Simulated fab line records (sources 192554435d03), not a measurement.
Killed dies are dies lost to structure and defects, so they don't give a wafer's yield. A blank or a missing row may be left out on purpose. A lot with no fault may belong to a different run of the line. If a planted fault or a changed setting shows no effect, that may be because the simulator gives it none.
Which tool did it? || flow n5-finfet || 33 wafers from 11 lots sampled at 5 of the route's 1938 steps

== WHAT THE GAUGES READ, wafer by wafer ==
N5_BEOL_M10_OCD_MEAS_38.
{"lot": "L122", "measured": "day 10 01:17", "on": "ocd-01", "trench-depth-nm (nm)": "147.2 145.5 145.5"}
{"lot": "L123", "measured": "day 10 03:39", "on": "ocd-02", "trench-depth-nm (nm)": "150.5 145.7 151.7"}
{"lot": "L124", "measured": "day 10 07:09", "on": "ocd-01", "trench-depth-nm (nm)": "145.7 150.4 149.2"}
{"lot": "L126", "measured": "day 11 07:40", "on": "ocd-02", "trench-depth-nm (nm)": "147.0 152.6 154.3"}
{"lot": "L127", "measured": "day 11 13:32", "on": "ocd-02", "trench-depth-nm (nm)": "154.6 155.4 148.5"}
{"lot": "L130", "measured": "day 12 07:38", "on": "ocd-01", "trench-depth-nm (nm)": "150.5 150.9 151.1"}
{"lot": "L132", "measured": "day 12 22:43", "on": "ocd-02", "trench-depth-nm (nm)": "152.7 150.3 148.2"}
{"lot": "L133", "measured": "day 12 23:10", "on": "ocd-02", "trench-depth-nm (nm)": "149.5 147.9 150.4"}
{"lot": "L142", "measured": "day 15 09:43", "on": "ocd-02", "trench-depth-nm (nm)": "149.1 151.5 154.2"}
{"lot": "L145", "measured": "day 15 13:29", "on": "ocd-01", "trench-depth-nm (nm)": "150.9 148.0 147.6"}
{"lot": "L143", "measured": "day 15 15:31", "on": "ocd-02", "trench-depth-nm (nm)": "152.2 152.6 149.8"}

N5_BEOL_M10_RS_MEAS_57: the measuring method here is four-point-probe.
{"lot": "L122", "measured": "day 10 03:47", "on": "film-metro-02", "M10_RS (ohm/sq)": "0.1528 0.1545 0.1549"}
{"lot": "L123", "measured": "day 10 06:04", "on": "film-metro-02", "M10_RS (ohm/sq)": "0.1466 0.1542 0.1472"}
{"lot": "L124", "measured": "day 10 09:39", "on": "film-metro-02", "M10_RS (ohm/sq)": "0.1535 0.1489 0.1493"}
{"lot": "L126", "measured": "day 11 10:56", "on": "film-metro-01", "M10_RS (ohm/sq)": "0.1531 0.1462 0.1441"}
{"lot": "L127", "measured": "day 11 16:48", "on": "film-metro-02", "M10_RS (ohm/sq)": "0.1432 0.1437 0.1522"}
{"lot": "L130", "measured": "day 12 11:35", "on": "film-metro-01", "M10_RS (ohm/sq)": "0.1481 0.1477 0.1464"}
{"lot": "L132", "measured": "day 13 01:17", "on": "film-metro-01", "M10_RS (ohm/sq)": "0.1466 0.1495 0.1530"}
{"lot": "L133", "measured": "day 13 02:23", "on": "film-metro-01", "M10_RS (ohm/sq)": "0.1496 0.1524 0.1498"}
{"lot": "L142", "measured": "day 15 12:14", "on": "film-metro-02", "M10_RS (ohm/sq)": "0.1503 0.1468 0.1461"}
{"lot": "L145", "measured": "day 15 17:34", "on": "film-metro-02", "M10_RS (ohm/sq)": "0.1506 0.1530 0.1539"}
{"lot": "L143", "measured": "day 15 17:57", "on": "film-metro-02", "M10_RS (ohm/sq)": "0.1477 0.1472 0.1520"}

N5_BEOL_M10_INSPECT_58: inspects for defects (darkfield).
{"lot": "L122", "measured": "day 10 03:49", "on": "defect-inspect-02", "raw-defect-count": "122 108 64"}
{"lot": "L123", "measured": "day 10 06:06", "on": "defect-inspect-02", "raw-defect-count": "81 70 68"}
{"lot": "L124", "measured": "day 10 09:41", "on": "defect-inspect-02", "raw-defect-count": "27 76 37"}
{"lot": "L126", "measured": "day 11 10:58", "on": "defect-inspect-02", "raw-defect-count": "54 63 82"}
{"lot": "L127", "measured": "day 11 16:49", "on": "defect-inspect-01", "raw-defect-count": "75 99 68"}
{"lot": "L130", "measured": "day 12 11:37", "on": "defect-inspect-02", "raw-defect-count": "119 58 74"}
{"lot": "L132", "measured": "day 13 01:19", "on": "defect-inspect-02", "raw-defect-count": "80 67 74"}
{"lot": "L133", "measured": "day 13 02:25", "on": "defect-inspect-02", "raw-defect-count": "62 59 63"}
{"lot": "L142", "measured": "day 15 12:16", "on": "defect-inspect-02", "raw-defect-count": "104 59 86"}
{"lot": "L145", "measured": "day 15 17:36", "on": "defect-inspect-02", "raw-defect-count": "64 72 111"}
{"lot": "L143", "measured": "day 15 17:59", "on": "defect-inspect-01", "raw-defect-count": "71 39 70"}

== WHAT TOOL EACH LOT RAN ON (gives the tool, then ch and the chambers of the sampled wafers, and finally the start) ==
{"lot": "L122", "N5_BEOL_M10_PECVD_70": "pecvd-04 ch 0,1, day 9 21:32", "N5_BEOL_M10_CMP_52": "cmp-02 ch 0,1,2, day 10 03:26"}
{"lot": "L123", "N5_BEOL_M10_PECVD_70": "pecvd-01 ch 0,2, day 9 21:46", "N5_BEOL_M10_CMP_52": "cmp-02 ch 0,1, day 10 05:39"}
{"lot": "L124", "N5_BEOL_M10_PECVD_70": "pecvd-03 ch 0,1, day 10 04:13", "N5_BEOL_M10_CMP_52": "cmp-02 ch 1,3, day 10 09:14"}
{"lot": "L126", "N5_BEOL_M10_PECVD_70": "pecvd-03 ch 0,1, day 11 01:04", "N5_BEOL_M10_CMP_52": "cmp-02 ch 0,1,3, day 11 10:30"}
{"lot": "L127", "N5_BEOL_M10_PECVD_70": "pecvd-04 ch 0,1,2, day 11 10:17", "N5_BEOL_M10_CMP_52": "cmp-02 ch 0,1,2, day 11 16:29"}
{"lot": "L130", "N5_BEOL_M10_PECVD_70": "pecvd-01 ch 1,2, day 12 04:05", "N5_BEOL_M10_CMP_52": "cmp-02 ch 0,1,3, day 12 11:11"}
{"lot": "L132", "N5_BEOL_M10_PECVD_70": "pecvd-04 ch 0,1,2, day 12 17:43", "N5_BEOL_M10_CMP_52": "cmp-03 ch 0,1,3, day 13 00:53"}
{"lot": "L133", "N5_BEOL_M10_PECVD_70": "pecvd-04 ch 1,2, day 12 18:04", "N5_BEOL_M10_CMP_52": "cmp-03 ch 0,1,2, day 13 01:59"}
{"lot": "L142", "N5_BEOL_M10_PECVD_70": "pecvd-03 ch 0,1, day 15 06:32", "N5_BEOL_M10_CMP_52": "cmp-04 ch 2,3, day 15 11:49"}
{"lot": "L145", "N5_BEOL_M10_PECVD_70": "pecvd-03 ch 0,1,2, day 15 10:50", "N5_BEOL_M10_CMP_52": "cmp-04 ch 0,1,3, day 15 17:11"}
{"lot": "L143", "N5_BEOL_M10_PECVD_70": "pecvd-03 ch 0,1,2, day 15 11:38", "N5_BEOL_M10_CMP_52": "cmp-02 ch 0,1,2, day 15 17:31"}
- N5_BEOL_M10_PECVD_70: deposits SiO2 from TEOS/O2, target thk 20 nm, time 22.7 s.
- N5_BEOL_M10_CMP_52: polishes, stops on SiCOH lowk, t overpolish 7 s, target thk 140 nm.

== WHAT THE TOOLS THEMSELVES READ (means of the sampled wafers that have a number; where no wafer has one, the mark that the record gives instead) ==
N5_BEOL_M10_PECVD_70.
{"lot": "L122", "tool": "pecvd-04", "heater-power-w (W)": 807, "showerhead-plenum-p-Torr (Torr)": 8.78, "throttle-valve-pct (%)": 22.4}
{"lot": "L123", "tool": "pecvd-01", "heater-power-w (W)": 787, "showerhead-plenum-p-Torr (Torr)": 8.79, "throttle-valve-pct (%)": 21.1}
{"lot": "L124", "tool": "pecvd-03", "heater-power-w (W)": 647, "showerhead-plenum-p-Torr (Torr)": 8.73, "throttle-valve-pct (%)": 23.1}
{"lot": "L126", "tool": "pecvd-03", "heater-power-w (W)": 645, "showerhead-plenum-p-Torr (Torr)": 8.78, "throttle-valve-pct (%)": 22.6}
{"lot": "L127", "tool": "pecvd-04", "heater-power-w (W)": 875, "showerhead-plenum-p-Torr (Torr)": 8.77, "throttle-valve-pct (%)": 22.0}
{"lot": "L130", "tool": "pecvd-01", "heater-power-w (W)": 770, "showerhead-plenum-p-Torr (Torr)": 8.75, "throttle-valve-pct (%)": 21.7}
{"lot": "L132", "tool": "pecvd-04", "heater-power-w (W)": 827, "showerhead-plenum-p-Torr (Torr)": 8.77, "throttle-valve-pct (%)": 22.0}
{"lot": "L133", "tool": "pecvd-04", "heater-power-w (W)": 792, "showerhead-plenum-p-Torr (Torr)": 8.77, "throttle-valve-pct (%)": 21.2}
{"lot": "L142", "tool": "pecvd-03", "heater-power-w (W)": 684, "showerhead-plenum-p-Torr (Torr)": 8.73, "throttle-valve-pct (%)": 22.9}
{"lot": "L145", "tool": "pecvd-03", "heater-power-w (W)": 656, "showerhead-plenum-p-Torr (Torr)": 8.80, "throttle-valve-pct (%)": 22.5}
{"lot": "L143", "tool": "pecvd-03", "heater-power-w (W)": 738, "showerhead-plenum-p-Torr (Torr)": 8.79, "throttle-valve-pct (%)": 22.6}

N5_BEOL_M10_CMP_52.
{"lot": "L122", "tool": "cmp-02", "barrier-field-endpoint-s (s)": 29.4, "head-pressure-psi (psi)": 1.0014, "motor-current-A (A)": 6.4}
{"lot": "L123", "tool": "cmp-02", "barrier-field-endpoint-s (s)": 28.9, "head-pressure-psi (psi)": 1.0005, "motor-current-A (A)": 6.7}
{"lot": "L124", "tool": "cmp-02", "barrier-field-endpoint-s (s)": 28.8, "head-pressure-psi (psi)": 1.0012, "motor-current-A (A)": 6.6}
{"lot": "L126", "tool": "cmp-02", "barrier-field-endpoint-s (s)": 28.7, "head-pressure-psi (psi)": 0.9992, "motor-current-A (A)": 7.0}
{"lot": "L127", "tool": "cmp-02", "barrier-field-endpoint-s (s)": 29.2, "head-pressure-psi (psi)": 1.0003, "motor-current-A (A)": 6.7}
{"lot": "L130", "tool": "cmp-02", "barrier-field-endpoint-s (s)": 29.7, "head-pressure-psi (psi)": 0.9990, "motor-current-A (A)": 7.0}
{"lot": "L132", "tool": "cmp-03", "barrier-field-endpoint-s (s)": 30.7, "head-pressure-psi (psi)": 0.9994, "motor-current-A (A)": 6.1}
{"lot": "L133", "tool": "cmp-03", "barrier-field-endpoint-s (s)": 29.3, "head-pressure-psi (psi)": 1.0021, "motor-current-A (A)": 5.9}
{"lot": "L142", "tool": "cmp-04", "barrier-field-endpoint-s (s)": 28.2, "head-pressure-psi (psi)": 0.9996, "motor-current-A (A)": 6.3}
{"lot": "L145", "tool": "cmp-04", "barrier-field-endpoint-s (s)": 28.4, "head-pressure-psi (psi)": 0.9998, "motor-current-A (A)": 6.0}
{"lot": "L143", "tool": "cmp-02", "barrier-field-endpoint-s (s)": 29.7, "head-pressure-psi (psi)": 0.9994, "motor-current-A (A)": 6.5}

== THE ANSWER, worked out from the rows above alone ==
Rule: the lots themselves supply what counts as usual. The widest of any qualifying gaps counts: lots, ordered by their means at a reading, are off when they make up no more than a third of the lots, leave a main group of 4 or more, and stand apart from it by 3 or more times the standard deviation of that group's means. A main group whose means are all the same, to the digits that the tables above print for the reading, isn't used. A lot without any number at a reading at which 4 lots or more have one is off too. Any other lot the step has rows for is counted as sound. First the gauges in route order, then the tools' own readings, where a lot's mean is used as printed above. At the first step where some lot is off, the reading lying furthest off is the one used; lots without a number count as furthest.
No lot is off on any of the readings shown, so nothing can be concluded from this.

== WHAT THE SIMULATOR HAD PUT IN ==
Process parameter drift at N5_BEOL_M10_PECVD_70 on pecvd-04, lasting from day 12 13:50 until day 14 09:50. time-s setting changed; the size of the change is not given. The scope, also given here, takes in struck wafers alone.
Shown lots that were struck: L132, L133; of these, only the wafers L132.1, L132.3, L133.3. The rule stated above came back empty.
